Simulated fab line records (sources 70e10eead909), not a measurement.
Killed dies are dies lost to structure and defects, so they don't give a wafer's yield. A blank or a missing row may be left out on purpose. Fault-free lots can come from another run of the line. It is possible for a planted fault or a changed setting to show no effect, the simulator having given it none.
fab line records	flow nand-harc
record lots=6	wafers=18	last-day=24
route steps=1159 shown A_CONTACT@938 END@1159
lots untouched by any fault: they come from a run of this same line in which no faults occurred
start-h: the number of hours between the record's first day and the start of the first shown wafer of the lot	wait-h: hours elapsed since this lot's preceding step	" unchanged from the row above	L1.1+2: one row covering several wafers at once	- no value, or no start was given	* or withheld: withheld	< > ~ a bound
route shown NAME@n: a module of which the file shows steps, and the number in the route of the first	usual: the fault-free wafers' mean and standard deviation	same: alike in all rows	chamber/n: place in a boat	sites: the reading at each site	_std_site: the values' standard deviation	_edge_site: mean of outer sites minus mean of inner sites	radius-mm: for every site, how far away it sits from the centre of the wafer	mask NAME#n: copy n	behind: tool/chamber where the wafer was last shaped	hold: the reason the lot was held/the length of the hold in hours/how it ended	device: the n, p or np transistor that did not switch	end of line: at the end of the route, the tests of the same wafers	a step with no rows: only its recipe	killed: dies that structure and defects cost at the first sort, which is not the same as the wafer's yield	map: dies across one wafer; x = killed, . = not, _ = none there
set.NAME: the run value of the setting; set.NAME@STEP: its run value at that earlier step	model.NAME: the simulator's own value behind a step, which no gauge read
a table for each step, a row for each wafer; lots at some steps of the route
services: a tool's chamber out of use, with start hour (start-h, from the record's first day; less than 0 if before it), hours out, and reason
## steps
# step NHARC_A_CONTACT_DESCUM_13
# recipe time-s=3	o2-flow-sccm=200	ar-flow-sccm=0	bias-power-w=0	chemistry=O2
# step NHARC_A_CONTACT_ETCH_88
# recipe target-depth-a=390	over-etch-frac=0.3	time-s=65	ion-energy-ev=80	cf4-flow-sccm=150	ar-flow-sccm=0	rf-w=300	bias-w=100	chemistry=CF4
# step NHARC_A_CONTACT_ETCH_89
# recipe target-depth-a=2600	over-etch-frac=0.3	time-s=475.3	ion-energy-ev=200	n2-flow-sccm=150	h2-flow-sccm=150	ar-flow-sccm=0	rf-w=400	bias-w=150	chemistry=N2/H2
# step NHARC_A_CONTACT_ETCH_30
# recipe target-depth-a=605	time-s=30.2	cf4-flow-sccm=100	chf3-flow-sccm=30	ar-flow-sccm=0	rf-w=500	bias-w=200	chemistry=CF4/CHF3
# usual bias-w=200.0/0.61	cf4-flow-sccm=100.02/0.29	drypump-motor-current-A=6.0/0.46	oes-product-au=0.935/0.019	rf-vpp-V=370.8/2.1	showerhead-plenum-p-Torr=1.58/0.058	throttle-valve-pct=16.801/0.009
lot.wafer	tool	chamber	start-h	wait-h	bias-w	cf4-flow-sccm	drypump-motor-current-A	oes-product-au	rf-hours-counter-h	rf-vpp-V	showerhead-plenum-p-Torr	throttle-valve-pct
L570.2	rie-diel-09	3	-	-	200.1	100.13	6.3	0.930	25	370.5	1.54	16.798
L570.4	"	0	"	"	200.2	99.48	5.4	0.925	24	371.7	1.62	16.815
L570.5	"	3	"	"	200.2	99.84	6.3	0.935	-	370.1	1.54	16.796
L577.3	rie-diel-07	2	-	-	199.4	100.17	5.0	0.933	15	371.8	1.57	16.796
L577.1	"	1	"	"	199.7	99.63	4.8	0.921	16	370.4	1.58	16.812
L577.6	"	3	"	"	199.8	100.69	5.7	0.926	-	368.0	1.47	16.805
L579.3	rie-diel-07	2	-	-	200.9	100.06	5.0	0.940	18	370.9	1.57	16.805
L579.6	"	3	"	"	200.5	99.77	5.8	0.943	-	368.7	1.47	16.810
L579.5	"	0	"	"	201.8	100.52	4.8	0.930	-	373.9	1.68	16.787
L586.1	rie-diel-08	1	-	-	199.8	100.46	6.4	0.935	1	370.8	1.59	16.817
L586.4	"	0	"	"	199.1	99.68	5.9	0.935	1	372.5	1.61	16.790
L586.5	"	2	"	"	201.1	100.37	6.3	0.937	-	375.1	1.70	16.790
L588.4	rie-diel-08	2	-	-	200.4	100.00	6.3	0.930	13	374.9	1.70	16.804
L588.1	"	1	"	"	200.6	99.47	6.5	0.922	12	370.8	1.59	16.804
L588.6	"	3	"	"	200.8	100.37	6.3	0.934	-	371.6	1.60	16.791
L589.3	rie-diel-08	2	-	-	199.9	99.99	6.3	0.924	14	374.8	1.70	16.809
L589.5	"	3	"	"	200.1	99.75	6.3	0.937	-	370.5	1.60	16.788
L589.6	"	0	"	"	200.8	99.92	6.0	0.929	-	372.3	1.61	16.802
# step NHARC_A_CONTACT_ETCH_31
# recipe target-depth-a=20000	over-etch-frac=0.3	time-s=520	ion-energy-ev=150	o2-flow-sccm=400	cos-flow-sccm=20	ar-flow-sccm=0	rf-w=500	bias-w=300	chemistry=O2/COS
# step NHARC_A_CONTACT_ETCH_134
# recipe source-w=withheld	pressure-mtorr=20	bias-v=withheld	time-s=140	target-depth-a=7000	ar-flow-sccm=withheld	c4f8-flow-sccm=withheld	o2-flow-sccm=withheld	chemistry=C4F8/O2/Ar
# usual chamber-pressure-mTorr=20.002/0.016	oes-air-line-au=0.999/0.021
lot.wafer	tool	chamber	start-h	wait-h	chamber-pressure-mTorr	oes-air-line-au	rf-hours-counter-h
L570.2	har-cap-etch-03	1	398.39	-	19.964	0.980	85
L570.4	"	1	"	"	20.003	0.987	-
L570.5	"	1	"	"	19.996	0.986	-
L577.1	har-cap-etch-01	0	454.60	-	20.011	1.018	72
L577.3	"	1	"	"	19.987	0.975	-
L577.6	"	0	"	"	19.987	1.004	-
L579.3	har-cap-etch-01	0	460.53	-	20.011	1.006	-
L579.5	"	1	"	"	19.989	0.961	-
L579.6	"	0	"	"	19.988	0.991	-
L586.1	har-cap-etch-01	0	492.12	-	20.000	0.986	79
L586.4	"	1	"	"	19.983	1.044	-
L586.5	"	0	"	"	20.006	0.998	-
L588.1	har-cap-etch-02	1	514.54	-	19.999	1.012	35
L588.4	"	0	"	"	19.993	1.013	-
L588.6	"	0	"	"	19.974	1.002	-
L589.3	har-cap-etch-02	0	518.42	-	20.009	0.995	-
L589.6	"	0	"	"	19.984	1.003	-
L589.5	"	1	"	"	19.998	0.997	-
# step NHARC_A_CONTACT_ETCH_135
# recipe source-w=withheld	pressure-mtorr=20	bias-v=3000	time-s=132	target-depth-a=12870	ar-flow-sccm=withheld	c4f8-flow-sccm=withheld	o2-flow-sccm=withheld	chemistry=C4F8/O2/Ar
# usual chamber-pressure-mTorr=20.000/0.017	oes-air-line-au=1.004/0.019
lot.wafer	tool	chamber	start-h	wait-h	chamber-pressure-mTorr	oes-air-line-au	rf-hours-counter-h
L570.2	har-cap-etch-03	1	398.60	0.2	19.997	1.010	85
L570.4	"	1	"	"	20.005	1.021	-
L570.5	"	1	"	"	20.029	1.002	-
L577.1	har-cap-etch-01	0	454.80	0.2	19.998	1.024	72
L577.3	"	1	"	"	19.986	1.006	-
L577.6	"	0	"	"	20.011	1.034	-
L579.3	har-cap-etch-01	0	460.70	0.1	19.973	0.994	-
L579.5	"	1	"	"	20.016	0.999	-
L579.6	"	0	"	"	19.976	1.006	-
L586.1	har-cap-etch-01	0	492.31	0.2	19.995	1.012	79
L586.4	"	1	"	"	20.021	1.039	-
L586.5	"	0	"	"	20.033	0.998	-
L588.1	har-cap-etch-02	1	514.73	0.2	19.988	1.014	35
L588.4	"	0	"	"	19.993	1.004	-
L588.6	"	0	"	"	20.036	0.981	-
L589.3	har-cap-etch-02	0	518.60	0.1	19.988	0.982	-
L589.6	"	0	"	"	19.994	0.974	-
L589.5	"	1	"	"	20.011	0.995	-
# step NHARC_A_CONTACT_ETCH_136
# recipe source-w=withheld	pressure-mtorr=20	bias-v=3000	time-s=132	target-depth-a=12870	ar-flow-sccm=withheld	c4f8-flow-sccm=withheld	o2-flow-sccm=withheld	chemistry=C4F8/O2/Ar
# step NHARC_A_CONTACT_ETCH_137
# recipe source-w=withheld	pressure-mtorr=20	bias-v=3000	time-s=132	target-depth-a=12870	ar-flow-sccm=withheld	c4f8-flow-sccm=withheld	o2-flow-sccm=withheld	chemistry=C4F8/O2/Ar
# step NHARC_A_CONTACT_ETCH_138
# recipe source-w=withheld	pressure-mtorr=20	bias-v=3000	time-s=132	target-depth-a=12890	ar-flow-sccm=withheld	c4f8-flow-sccm=withheld	o2-flow-sccm=withheld	chemistry=C4F8/O2/Ar
# usual chamber-pressure-mTorr=20.000/0.019	oes-air-line-au=0.999/0.019
lot.wafer	tool	chamber	start-h	wait-h	chamber-pressure-mTorr	oes-air-line-au	rf-hours-counter-h
L570.2	har-cap-etch-03	1	398.96	0.1	20.028	1.009	85
L570.4	"	1	"	"	20.016	1.013	-
L570.5	"	1	"	"	20.001	1.016	-
L577.1	har-cap-etch-01	0	455.17	0.1	20.041	1.036	73
L577.3	"	1	"	"	19.975	0.980	-
L577.6	"	0	"	"	20.010	1.043	-
L579.3	har-cap-etch-01	0	461.06	0.1	19.984	0.983	-
L579.5	"	1	"	"	20.003	0.988	-
L579.6	"	0	"	"	20.025	1.003	-
L586.1	har-cap-etch-01	0	492.68	0.1	19.988	0.966	79
L586.4	"	1	"	"	19.946	0.993	-
L586.5	"	0	"	"	19.999	1.004	-
L588.1	har-cap-etch-02	1	515.10	0.1	20.009	1.020	36
L588.4	"	0	"	"	19.980	1.019	-
L588.6	"	0	"	"	19.987	0.989	-
L589.3	har-cap-etch-02	0	518.96	0.1	19.942	0.983	-
L589.6	"	0	"	"	19.996	1.006	-
L589.5	"	1	"	"	20.014	0.990	-
# step NHARC_A_CONTACT_ETCH_139
# recipe source-w=withheld	pressure-mtorr=20	bias-v=400	time-s=137	target-depth-a=5900	ar-flow-sccm=withheld	c4f8-flow-sccm=11.5	o2-flow-sccm=7.2	chemistry=C4F8/O2/Ar
# step NHARC_A_CONTACT_ETCH_92
# recipe target-depth-a=400	over-etch-frac=0.5	time-s=85.7	ion-energy-ev=120	ch3f-flow-sccm=50	o2-flow-sccm=30	ar-flow-sccm=200	rf-w=500	bias-w=100	chemistry=CH3F/O2
# usual bias-w=99.98/0.27	ch3f-flow-sccm=50.02/0.14	drypump-motor-current-A=5.8/0.55	oes-product-au=0.934/0.026	rf-vpp-V=244.3/1.6	showerhead-plenum-p-Torr=2.46/0.097	throttle-valve-pct=20.662/0.0087
lot.wafer	tool	chamber	start-h	wait-h	bias-w	ch3f-flow-sccm	drypump-motor-current-A	oes-product-au	rf-hours-counter-h	rf-vpp-V	showerhead-plenum-p-Torr	throttle-valve-pct
L570.2	rie-diel-07	0	399.52	0.4	99.30	50.03	4.7	0.996	58	247.4	2.64	20.664
L570.4	"	1	"	"	100.20	49.76	4.8	0.997	60	244.5	2.48	20.659
L570.5	"	3	"	"	100.08	50.29	5.8	0.990	-	241.8	2.30	20.671
L577.1	rie-diel-07	0	455.72	0.4	100.16	49.98	4.8	0.925	17	246.4	2.63	20.674
L577.3	"	2	"	"	99.38	49.85	5.0	0.930	16	244.0	2.45	20.679
L577.6	"	3	"	"	100.06	49.97	5.8	0.927	-	242.3	2.29	20.667
L579.3	rie-diel-08	2	461.54	0.3	100.12	50.15	6.4	0.922	63	241.8	2.28	20.676
L579.6	"	1	"	"	99.86	49.75	6.5	0.920	-	245.0	2.49	20.659
L579.5	"	2	"	"	100.04	50.05	6.3	0.913	-	242.1	2.28	20.671
L586.4	rie-diel-09	1	493.20	0.3	100.42	49.88	6.1	0.920	9	242.2	2.37	20.684
L586.1	"	3	"	"	100.43	49.87	6.3	0.927	9	243.3	2.40	20.660
L586.5	"	1	"	"	100.44	50.06	6.0	0.910	-	242.9	2.37	20.666
L588.1	rie-diel-09	1	515.64	0.4	99.76	49.84	6.0	0.914	15	242.7	2.36	20.672
L588.6	"	3	"	"	99.90	49.94	6.3	0.917	-	243.4	2.40	20.658
L588.4	"	1	"	"	100.22	50.20	6.0	0.919	-	244.3	2.36	20.657
L589.3	rie-diel-08	3	519.48	0.3	99.83	50.06	6.3	0.923	14	244.3	2.49	20.660
L589.6	"	1	"	"	100.16	50.02	6.5	0.934	-	243.5	2.49	20.655
L589.5	"	2	"	"	99.65	50.00	6.3	0.936	-	247.9	2.65	20.671
# step NHARC_A_CONTACT_ETCH_98
# recipe target-depth-a=200	over-etch-frac=0.5	time-s=10	ion-energy-ev=250	c4f6-flow-sccm=25	o2-flow-sccm=20	ar-flow-sccm=500	rf-w=600	bias-w=500	chemistry=C4F6/O2
# usual bias-w=500.1/1.5	c4f6-flow-sccm=25.00/0.077	drypump-motor-current-A=5.8/0.56	oes-product-au=0.958/0.021	rf-vpp-V=547/3.1	showerhead-plenum-p-Torr=3.92/0.15	throttle-valve-pct=26.904/0.0093
lot.wafer	tool	chamber	start-h	wait-h	bias-w	c4f6-flow-sccm	drypump-motor-current-A	oes-product-au	rf-hours-counter-h	rf-vpp-V	showerhead-plenum-p-Torr	throttle-valve-pct
L570.4	rie-diel-07	2	399.63	-	501.5	24.87	5.1	0.997	60	548	3.93	26.904
L570.2	"	3	"	"	501.0	25.03	5.8	1.005	57	542	3.68	26.900
L570.5	"	2	"	"	499.8	24.88	5.1	1.016	-	547	3.93	26.902
L577.3	rie-diel-07	2	455.84	-	-	-	-	-	-	-	-	-
L577.1	"	3	"	"	-	-	-	-	-	-	-	-
L577.6	"	0	"	"	-	-	-	-	-	-	-	-
L579.3	rie-diel-08	3	461.67	-	-	-	-	-	-	-	-	-
L579.5	"	1	"	"	-	-	-	-	-	-	-	-
L579.6	"	2	"	"	-	-	-	-	-	-	-	-
L586.4	rie-diel-09	3	493.32	-	499.3	24.98	6.3	0.930	9	545	3.84	26.898
L586.1	"	1	"	"	499.7	25.03	6.0	0.943	9	544	3.79	26.909
L586.5	"	3	"	"	500.7	24.96	6.3	0.934	-	547	3.84	26.905
L588.1	rie-diel-09	3	515.78	0.1	497.6	24.98	6.3	0.965	15	545	3.83	26.896
L588.4	"	3	"	"	499.6	25.09	6.3	0.971	-	546	3.83	26.910
L588.6	"	1	"	"	499.4	24.98	6.0	0.968	-	543	3.78	26.912
L589.3	rie-diel-08	1	519.58	-	499.9	25.03	6.5	0.959	14	547	3.96	26.900
L589.5	"	1	"	"	500.5	25.07	6.5	0.961	-	548	3.96	26.900
L589.6	"	2	"	"	497.4	24.92	6.3	0.965	-	552	4.22	26.912
# step NHARC_A_CONTACT_CD_MEAS_15
# usual cd-nm=89.9/0.5
lot.wafer	tool	chamber	start-h	wait-h	cd-nm
L570.2	cd-sem-01	-	399.71	-	89.7
L570.4	"	-	"	"	89.5
L570.5	"	-	"	"	89.6
L577.1	cd-sem-03	-	455.93	-	89.7
L577.3	"	-	"	"	90.4
L577.6	"	-	"	"	90.0
L579.3	cd-sem-03	-	461.75	-	89.2
L579.5	"	-	"	"	89.2
L579.6	"	-	"	"	89.5
L586.1	cd-sem-01	-	493.40	-	90.0
L586.4	"	-	"	"	90.5
L586.5	"	-	"	"	90.7
L588.1	cd-sem-02	-	515.87	-	90.0
L588.4	"	-	"	"	89.9
L588.6	"	-	"	"	89.7
L589.3	cd-sem-01	-	519.67	-	89.6
L589.5	"	-	"	"	89.2
L589.6	"	-	"	"	89.3
# step NHARC_END_SORT_01
# recipe temp-c=25
# usual killed-at-array=26/9.9	killed-at-other=0.8/1	killed-at-periphery=2.8/2.2	killed-dies=29/9.9	killed-open=3.2/1.8	killed-short=2.1/1.4
# same gross-dies=677
lot.wafer	tool	chamber	start-h	wait-h	killed-at-array	killed-at-other	killed-at-periphery	killed-dies	killed-open	killed-short
L577.1	prober-01	0	504.34	2.5	676	0	1	677	1	3
L577.3	prober-01	0	505.93	3.1	674	0	3	677	2	2
L577.6	prober-01	0	508.32	4.0	674	0	3	677	5	3
L579.3	prober-02	0	519.05	3.1	675	0	2	677	4	1
L579.5	prober-02	0	520.65	3.7	676	0	1	677	4	1
L579.6	prober-02	0	521.44	4.0	675	0	2	677	3	3
# killed by level:class
L577.1 A_CONTACT:area-etch=659 A_CHANNEL_HOLE_D1:chamber-film-flake=7 A_STAIRCASE:chamber-film-flake=4 A_CONTACT:chamber-film-flake=2 P_CONTACT:geometric-particle:short=1 A_CHANNEL_FILL_D1:geometric-particle:short=1 A_WL_FILL:geometric-particle:short=1 A_CONTACT:geometric-particle:open=1
L577.3 A_CONTACT:area-etch=665 A_CHANNEL_HOLE_D1:chamber-film-flake=4 A_CONTACT:chamber-film-flake=2 P_GATE:geometric-particle:open=1 P_CONTACT:geometric-particle:open=1 P_M1:geometric-particle:short=1 A_ONON_D1:geometric-particle:short=1 A_ZERO_WELL:chamber-film-flake=1
L577.6 A_CONTACT:area-etch=658 A_CHANNEL_HOLE_D1:chamber-film-flake=4 A_CONTACT:chamber-film-flake=4 A_STAIRCASE:chamber-film-flake=3 P_CONTACT:geometric-particle:open=2 P_CONTACT:geometric-particle:short=1 A_CHANNEL_HOLE_D1:geometric-particle:short=1 A_CHANNEL_FILL_D1:geometric-particle:short=1
L579.3 A_CONTACT:area-etch=646 A_STAIRCASE:chamber-film-flake=8 A_M1:chamber-film-flake=6 A_SLIT:chamber-film-flake=6 A_CHANNEL_HOLE_D1:chamber-film-flake=5 P_CONTACT:geometric-particle:open=2 A_M0:geometric-particle:open=2 A_ONON_D1:geometric-particle:short=1
L579.5 A_CONTACT:area-etch=657 A_CHANNEL_HOLE_D1:chamber-film-flake=5 A_SLIT:chamber-film-flake=5 A_CONTACT:chamber-film-flake=3 A_CHANNEL_FILL_D1:geometric-particle:open=1 A_WL_FILL:geometric-particle:open=1 A_CONTACT:geometric-particle:open=1 A_BLC:geometric-particle:open=1
L579.6 A_CONTACT:area-etch=643 A_CHANNEL_HOLE_D1:chamber-film-flake=9 A_STAIRCASE:chamber-film-flake=4 A_SLIT:chamber-film-flake=4 A_CONTACT:chamber-film-flake=4 A_M1:chamber-film-flake=4 P_GATE:geometric-particle:short=1 A_CHANNEL_HOLE_D1:geometric-particle:open=1
# map L577.1 (x killed, . not)
____________x____________
_________xxxxxxx_________
_______xxxxxxxxxxx_______
______xxxxxxxxxxxxx______
_____xxxxxxxxxxxxxxx_____
____xxxxxxxxxxxxxxxxx____
____xxxxxxxxxxxxxxxxx____
___xxxxxxxxxxxxxxxxxxx___
___xxxxxxxxxxxxxxxxxxx___
__xxxxxxxxxxxxxxxxxxxxx__
__xxxxxxxxxxxxxxxxxxxxx__
_xxxxxxxxxxxxxxxxxxxxxxx_
_xxxxxxxxxxxxxxxxxxxxxxx_
_xxxxxxxxxxxxxxxxxxxxxxx_
_xxxxxxxxxxxxxxxxxxxxxxx_
_xxxxxxxxxxxxxxxxxxxxxxx_
xxxxxxxxxxxxxxxxxxxxxxxxx
xxxxxxxxxxxxxxxxxxxxxxxxx
xxxxxxxxxxxxxxxxxxxxxxxxx
xxxxxxxxxxxxxxxxxxxxxxxxx
xxxxxxxxxxxxxxxxxxxxxxxxx
_xxxxxxxxxxxxxxxxxxxxxxx_
_xxxxxxxxxxxxxxxxxxxxxxx_
_xxxxxxxxxxxxxxxxxxxxxxx_
_xxxxxxxxxxxxxxxxxxxxxxx_
_xxxxxxxxxxxxxxxxxxxxxxx_
__xxxxxxxxxxxxxxxxxxxxx__
__xxxxxxxxxxxxxxxxxxxxx__
___xxxxxxxxxxxxxxxxxxx___
___xxxxxxxxxxxxxxxxxxx___
____xxxxxxxxxxxxxxxxx____
____xxxxxxxxxxxxxxxxx____
_____xxxxxxxxxxxxxxx_____
______xxxxxxxxxxxxx______
_______xxxxxxxxxxx_______
_________xxxxxxx_________
____________x____________
# map L579.3 (x killed, . not)
____________x____________
_________xxxxxxx_________
_______xxxxxxxxxxx_______
______xxxxxxxxxxxxx______
_____xxxxxxxxxxxxxxx_____
____xxxxxxxxxxxxxxxxx____
____xxxxxxxxxxxxxxxxx____
___xxxxxxxxxxxxxxxxxxx___
___xxxxxxxxxxxxxxxxxxx___
__xxxxxxxxxxxxxxxxxxxxx__
__xxxxxxxxxxxxxxxxxxxxx__
_xxxxxxxxxxxxxxxxxxxxxxx_
_xxxxxxxxxxxxxxxxxxxxxxx_
_xxxxxxxxxxxxxxxxxxxxxxx_
_xxxxxxxxxxxxxxxxxxxxxxx_
_xxxxxxxxxxxxxxxxxxxxxxx_
xxxxxxxxxxxxxxxxxxxxxxxxx
xxxxxxxxxxxxxxxxxxxxxxxxx
xxxxxxxxxxxxxxxxxxxxxxxxx
xxxxxxxxxxxxxxxxxxxxxxxxx
xxxxxxxxxxxxxxxxxxxxxxxxx
_xxxxxxxxxxxxxxxxxxxxxxx_
_xxxxxxxxxxxxxxxxxxxxxxx_
_xxxxxxxxxxxxxxxxxxxxxxx_
_xxxxxxxxxxxxxxxxxxxxxxx_
_xxxxxxxxxxxxxxxxxxxxxxx_
__xxxxxxxxxxxxxxxxxxxxx__
__xxxxxxxxxxxxxxxxxxxxx__
___xxxxxxxxxxxxxxxxxxx___
___xxxxxxxxxxxxxxxxxxx___
____xxxxxxxxxxxxxxxxx____
____xxxxxxxxxxxxxxxxx____
_____xxxxxxxxxxxxxxx_____
______xxxxxxxxxxxxx______
_______xxxxxxxxxxx_______
_________xxxxxxx_________
____________x____________
## services
tool	chamber	start-h	hours	kind
rie-diel-08	0	384.37	-	clean
rie-diel-08	1	384.37	-	clean
rie-diel-08	2	384.37	-	clean
rie-diel-08	3	384.37	-	clean
har-cap-etch-03	-	394.39	0.1	repair
rie-diel-07	-	406.41	9.0	pm
rie-diel-08	0	409.98	-	clean
rie-diel-08	1	409.98	-	clean
rie-diel-08	2	409.98	-	clean
rie-diel-08	3	409.98	-	clean
rie-diel-09	1	412.88	7.5	repair
rie-diel-09	-	431.13	9.0	pm
rie-diel-08	0	434.48	-	clean
rie-diel-08	1	434.48	-	clean
rie-diel-08	2	434.48	-	clean
rie-diel-08	3	434.48	-	clean
rie-diel-08	0	459.02	-	clean
rie-diel-08	1	459.02	-	clean
rie-diel-08	2	459.02	-	clean
rie-diel-08	3	459.02	-	clean
rie-diel-08	-	478.81	9.0	pm
rie-diel-09	2	479.59	2.0	repair
rie-diel-09	2	508.61	36.4	repair
rie-diel-07	0	516.39	5.9	repair
## key
first-sign step=NHARC_A_CONTACT_ETCH_98	reading=tool-record	direction=missing
effect step=NHARC_END_SORT_01	reading=killed-at-array	direction=up	sigmas=66	usual=26	struck=675
more-kills-born-at NHARC_A_CONTACT_ETCH_98@rie-diel-07=1982	NHARC_A_CONTACT_ETCH_98@rie-diel-08=1945
met-at NHARC_A_CONTACT_ETCH_98
struck-wafers L577.1,L577.3,L577.6,L579.3,L579.5,L579.6
later-rows-left-out L577.1,L577.3,L577.6,L579.3,L579.5,L579.6
tester-left-out L577,L579
onset-between 399.63 455.84
fault kind=skipped-step-whole	tool=rie-diel-07,rie-diel-08	chamber=-	onset-h=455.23	steps=NHARC_A_CONTACT_ETCH_98	scope=struck-lots-only
# tester-left-out: of these lots the tester's yield and bins aren't shown, on N5 and GAA mostly nor the transistor test; their killed dies are dies lost to structure and defects alone, not to doping, threshold or leakage, so they don't give the yield
# later-rows-left-out: the simulator's readings of these wafers behind a module that went badly wrong aren't trusted and aren't shown, but for the sort
